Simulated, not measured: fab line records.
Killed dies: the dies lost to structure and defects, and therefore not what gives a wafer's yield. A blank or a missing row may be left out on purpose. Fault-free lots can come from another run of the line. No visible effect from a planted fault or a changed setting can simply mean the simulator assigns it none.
The tool behind it: which one?    flow nand_harc    24 lots with 72 wafers sampled at 6 steps, on a route of 1159 steps

## WHAT THE GAUGES READ, wafer by wafer
No reading from a measuring or inspecting step in the record can be judged against a usual standard deviation.

## WHICH TOOL RAN EACH LOT (tool, then ch and the chambers of the sampled wafers, then the start)
lot   NHARC_A_STAIRCASE_DEP_259        NHARC_A_STAIRCASE_HM_OPEN_460                  NHARC_A_STAIRCASE_DESCUM_312        NHARC_A_STAIRCASE_ETCH_453                     NHARC_A_STAIRCASE_STRIP_476         NHARC_A_STAIRCASE_DEP_322
L074  pecvd-01 ch 1,2, day 11 15:43    rie_diel-12 ch 0,2,3, day 11 21:38 or earlier  rie_diel-08 ch 0,3, day 11 21:38    rie_diel-08 ch 0,1, day 12 01:50 or earlier    rie_diel-12 ch 1,3, day 12 01:50    pecvd-01 ch 0,2, day 12 22:43
L076  pecvd-03 ch 0,2, day 12 02:20    rie_diel-11 ch 0,1,2, day 12 08:45 or earlier  rie_diel-12 ch 1,3, day 12 08:45    rie_diel-12 ch 0,3, day 12 13:29 or earlier    rie_diel-12 ch 0,3, day 12 13:29    pecvd-04 ch 1,2, day 13 09:00
L075  pecvd-04 ch 1,2, day 12 05:03    rie_diel-08 ch 0,1, day 12 11:05 or earlier    rie_diel-08 ch 0,1, day 12 11:05    rie_diel-08 ch 0,2,3, day 12 15:23 or earlier  rie_diel-08 ch 0,1,2, day 12 15:23  pecvd-01 ch 1,2, day 13 08:46
L078  pecvd-03 ch 0,1,2, day 12 14:37  rie_diel-08 ch 0,2,3, day 12 22:20 or earlier  rie_diel-11 ch 0,1,3, day 12 22:20  rie_diel-11 ch 0,1,3, day 13 02:34 or earlier  rie_diel-11 ch 0,2,3, day 13 02:34  pecvd-03 ch 0,2, day 14 01:41
L077  pecvd-04 ch 0,1, day 13 00:52    rie_diel-08 ch 0,2,3, day 13 08:11 or earlier  rie_diel-11 ch 0,1,2, day 13 08:11  rie_diel-11 ch 0,3, day 13 12:23 or earlier    rie_diel-11 ch 1,2,3, day 13 12:23  pecvd-01 ch 1,2, day 14 08:49
L079  pecvd-04 ch 1,2, day 13 05:32    rie_diel-12 ch 0,3, day 13 14:37 or earlier    rie_diel-12 ch 0,2,3, day 13 14:37  rie_diel-12 ch 1,2,3, day 13 18:42 or earlier  rie_diel-12 ch 0,1,2, day 13 18:42  pecvd-03 ch 0,2, day 14 18:38
L080  pecvd-04 ch 0,1,2, day 14 00:10  rie_diel-12 ch 2,3, day 14 08:06 or earlier    rie_diel-08 ch 0,3, day 14 08:06    rie_diel-08 ch 0,2,3, day 14 12:26 or earlier  rie_diel-08 ch 0,1, day 14 12:26    pecvd-01 ch 1,2, day 15 08:34
L081  pecvd-01 ch 1,2, day 14 00:22    rie_diel-11 ch 0,1,3, day 14 09:54 or earlier  rie_diel-12 ch 0,1,2, day 14 09:54  rie_diel-12 ch 0,1,2, day 14 14:02 or earlier  rie_diel-12 ch 0,2,3, day 14 14:02  pecvd-03 ch 0,1,2, day 15 08:28
L082  pecvd-04 ch 0,2, day 14 02:10    rie_diel-11 ch 1,3, day 14 11:36 or earlier    rie_diel-12 ch 0,3, day 14 11:36    rie_diel-12 ch 2,3, day 14 15:54 or earlier    rie_diel-12 ch 0,3, day 14 15:54    pecvd-04 ch 0,2, day 15 14:57
L083  pecvd-04 ch 1,2, day 14 03:12    rie_diel-08 ch 0,2,3, day 14 13:20 or earlier  rie_diel-12 ch 2,3, day 14 13:20    rie_diel-12 ch 0,2,3, day 14 17:41 or earlier  rie_diel-12 ch 0,2,3, day 14 17:41  pecvd-01 ch 0,1, day 15 15:08
L084  pecvd-01 ch 0,1, day 15 14:35    rie_diel-11 ch 1,2, day 15 20:43 or earlier    rie_diel-12 ch 1,2,3, day 15 20:43  rie_diel-12 ch 2,3, day 16 00:43 or earlier    rie_diel-12 ch 1,2, day 16 00:43    pecvd-03 ch 0,1, day 16 20:56
L085  pecvd-01 ch 0,1, day 15 15:58    rie_diel-11 ch 0,2,3, day 16 00:21 or earlier  rie_diel-08 ch 1,3, day 16 00:21    rie_diel-08 ch 0,1, day 16 04:47 or earlier    rie_diel-11 ch 0,3, day 16 04:47    pecvd-03 ch 0,1, day 17 00:17
L088  pecvd-01 ch 1,2, day 16 00:53    rie_diel-08 ch 0,2,3, day 16 08:13 or earlier  rie_diel-12 ch 0,1,2, day 16 08:13  rie_diel-12 ch 0,2, day 16 12:31 or earlier    rie_diel-12 ch 0,2,3, day 16 12:31  pecvd-01 ch 0,2, day 17 07:49
L091  pecvd-03 ch 0,1,2, day 16 03:22  rie_diel-12 ch 0,1,2, day 16 10:49 or earlier  rie_diel-08 ch 0,1, day 16 10:49    rie_diel-08 ch 0,1,2, day 16 16:04 or earlier  rie_diel-12 ch 0,1,3, day 16 16:04  pecvd-01 ch 0,1,2, day 17 11:29
L087  pecvd-03 ch 0,2, day 16 09:04    rie_diel-12 ch 1,2,3, day 16 15:52 or earlier  rie_diel-08 ch 0,1,2, day 16 15:52  rie_diel-08 ch 2,3, day 16 20:17 or earlier    rie_diel-11 ch 0,1,3, day 16 20:17  pecvd-01 ch 0,1,2, day 17 17:25
L089  pecvd-04 ch 1,2, day 16 10:57    rie_diel-12 ch 0,2,3, day 16 17:05 or earlier  rie_diel-11 ch 0,2,3, day 16 17:05  rie_diel-11 ch 1,2,3, day 16 21:41 or earlier  rie_diel-08 ch 1,2, day 16 21:41    pecvd-04 ch 0,2, day 17 17:20
L092  pecvd-03 ch 0,1,2, day 16 19:56  rie_diel-08 ch 0,1,2, day 17 03:53 or earlier  rie_diel-11 ch 0,1, day 17 03:53    rie_diel-11 ch 0,2, day 17 08:41 or earlier    rie_diel-12 ch 0,1,2, day 17 08:41  pecvd-01 ch 0, day 18 04:14
L086  pecvd-01 ch 0,1, day 17 00:22    rie_diel-11 ch 0,1, day 17 06:47 or earlier    rie_diel-08 ch 0,1,2, day 17 06:47  rie_diel-08 ch 0,1,2, day 17 12:26 or earlier  rie_diel-08 ch 0,1,3, day 17 12:26  pecvd-04 ch 0,1, day 18 07:58
L090  pecvd-03 ch 0,2, day 17 02:36    rie_diel-11 ch 0,2,3, day 17 09:29 or earlier  rie_diel-12 ch 0,2,3, day 17 09:29  rie_diel-12 ch 0,2,3, day 17 13:43 or earlier  rie_diel-12 ch 0,1,3, day 17 13:43  pecvd-03 ch 0,1,2, day 18 07:59
L094  pecvd-03 ch 0,1,2, day 17 06:00  rie_diel-12 ch 0,1,3, day 17 14:20 or earlier  rie_diel-08 ch 1,2,3, day 17 14:20  rie_diel-08 ch 0,1,2, day 17 18:44 or earlier  rie_diel-12 ch 1,2,3, day 17 18:44  pecvd-03 ch 0,1,2, day 18 18:07
L095  pecvd-04 ch 1,2, day 17 09:55    rie_diel-12 ch 0,3, day 17 17:11 or earlier    rie_diel-12 ch 0,2,3, day 17 17:11  rie_diel-12 ch 1,2,3, day 17 21:25 or earlier  rie_diel-11 ch 0,1,2, day 17 21:25  pecvd-03 ch 0,1,2, day 18 18:47
L093  pecvd-03 ch 0,1, day 17 10:19    rie_diel-08 ch 0,2,3, day 17 18:41 or earlier  rie_diel-12 ch 0,2,3, day 17 18:41  rie_diel-12 ch 0,1,3, day 17 23:14 or earlier  rie_diel-08 ch 0,2,3, day 17 23:14  pecvd-04 ch 0,1,2, day 18 18:29
L096  pecvd-03 ch 0,2, day 17 16:04    rie_diel-08 ch 0,2,3, day 17 22:29 or earlier  rie_diel-12 ch 1,2,3, day 17 22:29  rie_diel-12 ch 0,1,3, day 18 03:45 or earlier  rie_diel-08 ch 0,2,3, day 18 03:45  pecvd-01 ch 0,2, day 19 03:16
L097  pecvd-04 ch 1,2, day 17 23:20    rie_diel-12 ch 0,3, day 18 06:33 or earlier    rie_diel-11 ch 2,3, day 18 06:33    rie_diel-11 ch 1,2,3, day 18 13:16 or earlier  rie_diel-08 ch 2,3, day 18 13:16    pecvd-01 ch 0,1, day 19 06:21
- NHARC_A_STAIRCASE_DEP_259: deposits SiON, target thk 30 nm.
- NHARC_A_STAIRCASE_HM_OPEN_460: chemistry O2/COS.
- NHARC_A_STAIRCASE_DESCUM_312: chemistry O2, time 3 s.
- NHARC_A_STAIRCASE_ETCH_453: etches the open film in CF4/O2, target depth 30 nm, overetch 3 nm, time 16.5 s.
- NHARC_A_STAIRCASE_STRIP_476: strips in O2, time 20 s.
- NHARC_A_STAIRCASE_DEP_322: deposits SiO2, target thk 3800 nm.

## AS READ BY THE TOOLS THEMSELVES (means over the sampled wafers that have a number; for cases with no such wafer, the mark the record gives instead)
NHARC_A_STAIRCASE_DEP_259.
lot   tool      heater_power_w (W)
L074  pecvd-01  792
L076  pecvd-03  799
L075  pecvd-04  687
L078  pecvd-03  841
L077  pecvd-04  617
L079  pecvd-04  671
L080  pecvd-04  653
L081  pecvd-01  751
L082  pecvd-04  654
L083  pecvd-04  675
L084  pecvd-01  882
L085  pecvd-01  747
L088  pecvd-01  736
L091  pecvd-03  816
L087  pecvd-03  784
L089  pecvd-04  654
L092  pecvd-03  818
L086  pecvd-01  757
L090  pecvd-03  679
L094  pecvd-03  800
L095  pecvd-04  732
L093  pecvd-03  672
L096  pecvd-03  826
L097  pecvd-04  776

NHARC_A_STAIRCASE_HM_OPEN_460.
lot   tool         drypump_motor_current_A (A)  oes_product_au (a.u.)  rf_vpp_V (V)  showerhead_plenum_p_Torr (Torr)  throttle_valve_pct (%)
L074  rie_diel-12  5.9                          0.987                  466           3.07                             28.332
L076  rie_diel-11  6.1                          0.997                  466           3.03                             28.328
L075  rie_diel-08  5.6                          1.008                  465           3.00                             28.323
L078  rie_diel-08  5.2                          1.003                  466           3.06                             28.327
L077  rie_diel-08  5.2                          0.997                  466           3.06                             28.339
L079  rie_diel-12  6.3                          0.993                  466           3.09                             28.339
L080  rie_diel-12  5.5                          0.996                  467           3.03                             28.329
L081  rie_diel-11  5.7                          1.001                  465           2.98                             28.328
L082  rie_diel-11  5.9                          0.999                  465           3.02                             28.336
L083  rie_diel-08  5.2                          0.997                  468           3.22                             28.326
L084  rie_diel-11  6.1                          0.995                  466           3.07                             28.330
L085  rie_diel-11  5.6                          0.991                  465           2.99                             28.331
L088  rie_diel-08  5.2                          0.986                  470           3.21                             28.330
L091  rie_diel-12  5.9                          0.996                  466           3.06                             28.329
L087  rie_diel-12  5.7                          0.992                  466           3.14                             28.326
L089  rie_diel-12  5.9                          0.993                  465           3.05                             28.338
L092  rie_diel-08  5.3                          1.000                  471           3.27                             28.348
L086  rie_diel-11  6.1                          1.005                  464           2.96                             28.335
L090  rie_diel-11  5.6                          0.999                  465           2.98                             28.331
L094  rie_diel-12  6.2                          1.001                  468           3.16                             28.327
L095  rie_diel-12  6.3                          0.992                  466           3.08                             28.329
L093  rie_diel-08  5.2                          1.004                  469           3.21                             28.328
L096  rie_diel-08  5.2                          1.003                  468           3.21                             28.326
L097  rie_diel-12  6.2                          0.997                  468           3.15                             28.318

NHARC_A_STAIRCASE_DESCUM_312.
lot   tool         drypump_motor_current_A (A)  oes_product_au (a.u.)  rf_vpp_V (V)  showerhead_plenum_p_Torr (Torr)  throttle_valve_pct (%)
L074  rie_diel-08  5.5                          0.990                  57.8          1.79                             11.314
L076  rie_diel-12  6.1                          0.999                  57.8          2.00                             11.310
L075  rie_diel-08  5.5                          1.003                  56.8          1.90                             11.311
L078  rie_diel-11  5.7                          0.994                  57.7          1.82                             11.301
L077  rie_diel-11  6.1                          1.010                  58.1          1.85                             11.300
L079  rie_diel-12  5.9                          1.003                  57.7          1.87                             11.311
L080  rie_diel-08  5.5                          1.003                  58.3          2.00                             11.301
L081  rie_diel-12  5.8                          0.997                  58.1          1.88                             11.319
L082  rie_diel-12  6.3                          0.997                  57.4          1.89                             11.310
L083  rie_diel-12  5.5                          0.994                  57.6          1.85                             11.311
L084  rie_diel-12  5.8                          0.993                  58.4          1.93                             11.311
L085  rie_diel-08  5.2                          0.997                  57.0          1.88                             11.310
L088  rie_diel-12  5.8                          1.002                  57.1          1.87                             11.309
L091  rie_diel-08  5.5                          1.006                  58.6          2.00                             11.301
L087  rie_diel-08  5.3                          1.002                  58.2          2.01                             11.314
L089  rie_diel-11  5.6                          0.993                  57.5          1.82                             11.312
L092  rie_diel-11  6.1                          1.001                  56.9          1.81                             11.307
L086  rie_diel-08  5.3                          1.006                  57.0          2.01                             11.317
L090  rie_diel-12  5.9                          0.996                  56.7          1.87                             11.320
L094  rie_diel-08  5.1                          1.001                  57.2          1.93                             11.312
L095  rie_diel-12  5.9                          1.006                  58.6          1.86                             11.310
L093  rie_diel-12  5.9                          1.006                  57.7          1.86                             11.303
L096  rie_diel-12  5.8                          1.005                  57.8          1.92                             11.309
L097  rie_diel-11  5.2                          1.000                  57.9          1.83                             11.312

NHARC_A_STAIRCASE_ETCH_453.
lot   tool         drypump_motor_current_A (A)  oes_product_au (a.u.)  rf_vpp_V (V)  showerhead_plenum_p_Torr (Torr)  throttle_valve_pct (%)
L074  rie_diel-08  5.6                          1.006                  197.3         1.28                             13.397
L076  rie_diel-12  6.3                          0.995                  197.3         1.32                             13.406
L075  rie_diel-08  5.2                          0.994                  197.6         1.31                             13.393
L078  rie_diel-11  5.7                          0.993                  196.7         1.28                             13.397
L077  rie_diel-11  5.5                          0.998                  195.8         1.26                             13.391
L079  rie_diel-12  5.8                          0.999                  197.1         1.35                             13.396
L080  rie_diel-08  5.2                          0.992                  197.9         1.38                             13.406
L081  rie_diel-12  5.9                          0.994                  196.8         1.31                             13.397
L082  rie_diel-12  5.8                          0.995                  198.1         1.34                             13.396
L083  rie_diel-12  5.9                          0.995                  196.9         1.30                             13.399
L084  rie_diel-12  5.8                          0.993                  198.0         1.34                             13.389
L085  rie_diel-08  5.6                          0.996                  200.0         1.42                             13.397
L088  rie_diel-12  5.6                          0.997                  196.5         1.25                             13.392
L091  rie_diel-08  5.3                          1.000                  199.0         1.40                             13.402
L087  rie_diel-08  4.9                          0.992                  197.4         1.36                             13.400
L089  rie_diel-11  5.7                          0.998                  197.3         1.29                             13.389
L092  rie_diel-11  6.0                          1.004                  196.3         1.27                             13.407
L086  rie_diel-08  5.3                          0.999                  199.6         1.40                             13.393
L090  rie_diel-12  5.9                          1.007                  197.1         1.30                             13.396
L094  rie_diel-08  5.3                          1.008                  199.0         1.40                             13.401
L095  rie_diel-12  5.7                          1.007                  197.8         1.34                             13.395
L093  rie_diel-12  6.2                          1.001                  198.4         1.35                             13.397
L096  rie_diel-12  6.1                          1.001                  197.2         1.35                             13.396
L097  rie_diel-11  5.7                          0.996                  196.8         1.29                             13.389

NHARC_A_STAIRCASE_STRIP_476.
lot   tool         drypump_motor_current_A (A)  oes_product_au (a.u.)  rf_vpp_V (V)  showerhead_plenum_p_Torr (Torr)  throttle_valve_pct (%)
L074  rie_diel-12  6.0                          1.000                  58.0          3.69                             17.037
L076  rie_diel-12  6.2                          0.995                  58.1          3.58                             17.037
L075  rie_diel-08  5.3                          0.999                  57.7          3.54                             17.034
L078  rie_diel-11  5.6                          1.002                  58.5          3.39                             17.031
L077  rie_diel-11  5.8                          0.994                  57.4          3.43                             17.035
L079  rie_diel-12  5.8                          0.987                  57.6          3.46                             17.037
L080  rie_diel-08  5.6                          1.008                  58.8          3.75                             17.038
L081  rie_diel-12  5.9                          0.993                  58.0          3.45                             17.023
L082  rie_diel-12  6.3                          0.988                  58.2          3.49                             17.038
L083  rie_diel-12  5.9                          1.000                  57.8          3.45                             17.032
L084  rie_diel-12  5.4                          1.007                  57.1          3.43                             17.031
L085  rie_diel-11  5.5                          0.986                  57.9          3.32                             17.038
L088  rie_diel-12  5.9                          0.988                  58.0          3.45                             17.040
L091  rie_diel-12  6.2                          0.994                  58.3          3.57                             17.036
L087  rie_diel-11  5.7                          1.004                  56.5          3.36                             17.033
L089  rie_diel-08  5.0                          1.005                  57.6          3.66                             17.035
L092  rie_diel-12  5.9                          0.997                  58.2          3.45                             17.035
L086  rie_diel-08  5.4                          0.995                  58.0          3.60                             17.031
L090  rie_diel-12  6.2                          0.995                  57.2          3.57                             17.025
L094  rie_diel-12  5.8                          1.006                  57.7          3.54                             17.031
L095  rie_diel-11  6.2                          0.996                  57.4          3.40                             17.040
L093  rie_diel-08  5.2                          1.002                  58.2          3.62                             17.041
L096  rie_diel-08  5.2                          1.002                  57.2          3.62                             17.033
L097  rie_diel-08  5.0                          1.002                  57.9          3.48                             17.039

NHARC_A_STAIRCASE_DEP_322.
lot   tool      heater_power_w (W)
L074  pecvd-01  748
L076  pecvd-04  639
L075  pecvd-01  698
L078  pecvd-03  709
L077  pecvd-01  717
L079  pecvd-03  682
L080  pecvd-01  682
L081  pecvd-03  693
L082  pecvd-04  618
L083  pecvd-01  684
L084  pecvd-03  588
L085  pecvd-03  669
L088  pecvd-01  742
L091  pecvd-01  713
L087  pecvd-01  740
L089  pecvd-04  601
L092  pecvd-01  743
L086  pecvd-04  601
L090  pecvd-03  720
L094  pecvd-03  744
L095  pecvd-03  649
L093  pecvd-04  618
L096  pecvd-01  779
L097  pecvd-01  764

## THE ANSWER, worked out from the rows above alone
Rule: usual is defined by the lots themselves. Put in order of their means at a reading, lots are off if they are a third of the lots or fewer, leave a main group of 4 or more, and stand apart from it by a gap of 3 or more times the standard deviation of the main group's means; of several such gaps the widest counts. A main group is skipped when, at the precision printed for the reading in the tables above, its means are all equal. A lot without any number at a reading at which 4 lots or more have one is off too. All remaining lots with rows at the step are treated as sound. Order of review: gauges by route order, followed by the tools' own readings, for which a lot's mean as printed above is used. At the first step where some lot is off, the reading lying furthest off is the one used; lots without a number count as furthest.
Across all readings shown, no lot is off: no conclusion can be drawn from this.

## WHAT WAS PUT IN BY THE SIMULATOR
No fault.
